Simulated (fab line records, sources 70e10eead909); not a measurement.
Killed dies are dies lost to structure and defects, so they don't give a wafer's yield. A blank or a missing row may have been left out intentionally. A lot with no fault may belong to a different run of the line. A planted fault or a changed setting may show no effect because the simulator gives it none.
Which tool did it? || flow nand_harc || 12 lots, 36 wafers sampled, at 5 steps of a route of 1159

== WHAT THE GAUGES SHOWED, per wafer ==
NHARC_P_GATE_CD_MEAS_91: target cd 2000 nm.
{"lot": "L075", "measured": "day 5 15:59", "on": "cd_sem-02", "cd_nm (nm)": "2000.0 2000.0 2001.2"}
{"lot": "L077", "measured": "day 5 16:21", "on": "cd_sem-03", "cd_nm (nm)": "1998.9 2000.0 1998.5"}
{"lot": "L079", "measured": "day 6 11:11", "on": "cd_sem-01", "cd_nm (nm)": "2002.7 1999.1 2000.1"}
{"lot": "L081", "measured": "day 7 00:55", "on": "cd_sem-02", "cd_nm (nm)": "1996.8 1995.5 1998.3"}
{"lot": "L083", "measured": "day 7 15:58", "on": "cd_sem-01", "cd_nm (nm)": "1999.2 1999.8 1998.8"}
{"lot": "L085", "measured": "day 7 20:07", "on": "cd_sem-03", "cd_nm (nm)": "2001.1 2000.1 1999.5"}
{"lot": "L087", "measured": "day 8 15:37", "on": "cd_sem-01", "cd_nm (nm)": "2003.0 2000.4 2003.4"}
{"lot": "L089", "measured": "day 9 05:04", "on": "cd_sem-01", "cd_nm (nm)": "1999.3 1999.0 1998.6"}
{"lot": "L091", "measured": "day 9 16:32", "on": "cd_sem-02", "cd_nm (nm)": "1996.5 1998.3 1999.1"}
{"lot": "L093", "measured": "day 9 23:13", "on": "cd_sem-03", "cd_nm (nm)": "2001.9 2001.8 2001.2"}
{"lot": "L095", "measured": "day 10 14:05", "on": "cd_sem-02", "cd_nm (nm)": "1998.9 2001.5 2000.7"}
{"lot": "L097", "measured": "day 10 22:49", "on": "cd_sem-03", "cd_nm (nm)": "2003.1 2000.6 2001.2"}

== EACH LOT AND THE TOOL THAT RAN IT (in order: tool; ch and the chambers of the sampled wafers; start) ==
{"lot": "L075", "NHARC_P_ZERO_WELL_ETCH_65": "rie_diel-12 ch 1,3, day 1 19:30", "NHARC_P_ZERO_WELL_ETCH_63": "rie_si-06 ch 1,2,3, day 1 19:41", "NHARC_P_GATE_STRIP_101": "rie_diel-03 ch 0,1,2, day 5 11:41", "NHARC_P_GATE_STRIP_112": "plasma_asher-01 ch 0,1, day 5 14:57"}
{"lot": "L077", "NHARC_P_ZERO_WELL_ETCH_65": "rie_diel-08 ch 0,1,2, day 2 07:21", "NHARC_P_ZERO_WELL_ETCH_63": "rie_si-03 ch 2,3, day 2 07:31", "NHARC_P_GATE_STRIP_101": "rie_diel-02 ch 0,3, day 5 11:52", "NHARC_P_GATE_STRIP_112": "plasma_asher-02 ch 1, day 5 15:10"}
{"lot": "L079", "NHARC_P_ZERO_WELL_ETCH_65": "rie_diel-12 ch 0,2,3, day 2 19:38", "NHARC_P_ZERO_WELL_ETCH_63": "rie_si-02 ch 1,2,3, day 2 19:49", "NHARC_P_GATE_STRIP_101": "rie_diel-02 ch 0,3, day 6 06:52", "NHARC_P_GATE_STRIP_112": "plasma_asher-01 ch 0,1, day 6 10:01"}
{"lot": "L081", "NHARC_P_ZERO_WELL_ETCH_65": "rie_diel-12 ch 1,2,3, day 3 07:31", "NHARC_P_ZERO_WELL_ETCH_63": "rie_si-03 ch 0,1,3, day 3 07:41", "NHARC_P_GATE_STRIP_101": "rie_diel-02 ch 2,3, day 6 20:39", "NHARC_P_GATE_STRIP_112": "plasma_asher-01 ch 0,1, day 6 23:59"}
{"lot": "L083", "NHARC_P_ZERO_WELL_ETCH_65": "rie_diel-05 ch 0,3, day 3 19:30", "NHARC_P_ZERO_WELL_ETCH_63": "rie_si-06 ch 0,2,3, day 3 19:41", "NHARC_P_GATE_STRIP_101": "rie_diel-11 ch 1,2,3, day 7 11:50", "NHARC_P_GATE_STRIP_112": "plasma_asher-02 ch 0,1, day 7 14:47"}
{"lot": "L085", "NHARC_P_ZERO_WELL_ETCH_65": "rie_diel-05 ch 0,2,3, day 4 07:23", "NHARC_P_ZERO_WELL_ETCH_63": "rie_si-03 ch 0,1,2, day 4 07:34", "NHARC_P_GATE_STRIP_101": "rie_diel-11 ch 1,2,3, day 7 15:49", "NHARC_P_GATE_STRIP_112": "plasma_asher-01 ch 0,1, day 7 19:04"}
{"lot": "L087", "NHARC_P_ZERO_WELL_ETCH_65": "rie_diel-12 ch 0,3, day 4 19:45", "NHARC_P_ZERO_WELL_ETCH_63": "rie_si-02 ch 0,1,3, day 4 19:56", "NHARC_P_GATE_STRIP_101": "rie_diel-02 ch 1,2, day 8 11:17", "NHARC_P_GATE_STRIP_112": "plasma_asher-02 ch 0,1, day 8 14:30"}
{"lot": "L089", "NHARC_P_ZERO_WELL_ETCH_65": "rie_diel-12 ch 0,1,3, day 5 07:22", "NHARC_P_ZERO_WELL_ETCH_63": "rie_si-02 ch 0,2, day 5 07:32", "NHARC_P_GATE_STRIP_101": "rie_diel-02 ch 0,1, day 9 00:32", "NHARC_P_GATE_STRIP_112": "plasma_asher-02 ch 0,1, day 9 03:52"}
{"lot": "L091", "NHARC_P_ZERO_WELL_ETCH_65": "rie_diel-12 ch 1,2,3, day 5 19:30", "NHARC_P_ZERO_WELL_ETCH_63": "rie_si-06 ch 0,1,3, day 5 19:41", "NHARC_P_GATE_STRIP_101": "rie_diel-11 ch 0,2,3, day 9 12:23", "NHARC_P_GATE_STRIP_112": "plasma_asher-02 ch 0,1, day 9 15:29"}
{"lot": "L093", "NHARC_P_ZERO_WELL_ETCH_65": "rie_diel-05 ch 0,1,3, day 6 07:31", "NHARC_P_ZERO_WELL_ETCH_63": "rie_si-06 ch 1,2,3, day 6 07:43", "NHARC_P_GATE_STRIP_101": "rie_diel-11 ch 1,2,3, day 9 18:37", "NHARC_P_GATE_STRIP_112": "plasma_asher-01 ch 1, day 9 22:05"}
{"lot": "L095", "NHARC_P_ZERO_WELL_ETCH_65": "rie_diel-05 ch 0,3, day 6 19:29", "NHARC_P_ZERO_WELL_ETCH_63": "rie_si-06 ch 0,1,2, day 6 19:41", "NHARC_P_GATE_STRIP_101": "rie_diel-02 ch 0,2,3, day 10 09:47", "NHARC_P_GATE_STRIP_112": "plasma_asher-02 ch 0,1, day 10 13:05"}
{"lot": "L097", "NHARC_P_ZERO_WELL_ETCH_65": "rie_diel-08 ch 1,2,3, day 7 07:42", "NHARC_P_ZERO_WELL_ETCH_63": "rie_si-03 ch 1,2,3, day 7 07:53", "NHARC_P_GATE_STRIP_101": "rie_diel-11 ch 1,2,3, day 10 18:32", "NHARC_P_GATE_STRIP_112": "plasma_asher-02 ch 0,1, day 10 21:38"}
- NHARC_P_ZERO_WELL_ETCH_65: etches the open film in N2/H2, target depth 80 nm, overetch 24 nm, time 87.88 s.
- NHARC_P_ZERO_WELL_ETCH_63: etches the open film in HBr/Cl2, target depth 120 nm, time 40.1 s.
- NHARC_P_GATE_STRIP_101: strips in O2, time 20 s.
- NHARC_P_GATE_STRIP_112: strips in N2/H2, time 200 s.

== THE ANSWER, worked out from the rows above alone ==
Rule: usual is defined by the lots themselves. The widest of any qualifying gaps counts: lots, ordered by their means at a reading, are off when they make up no more than a third of the lots, leave a main group of 4 or more, and stand apart from it by 3 or more times the standard deviation of that group's means. If all means in a main group match to the digits the tables above print for the reading, that group is not used. A lot without any number at a reading at which 4 lots or more have one is off too. The other lots that the step has rows for count as sound.
Nothing can be told from this: no lot is off at any reading shown.

== WHAT THE SIMULATOR PUT IN ==
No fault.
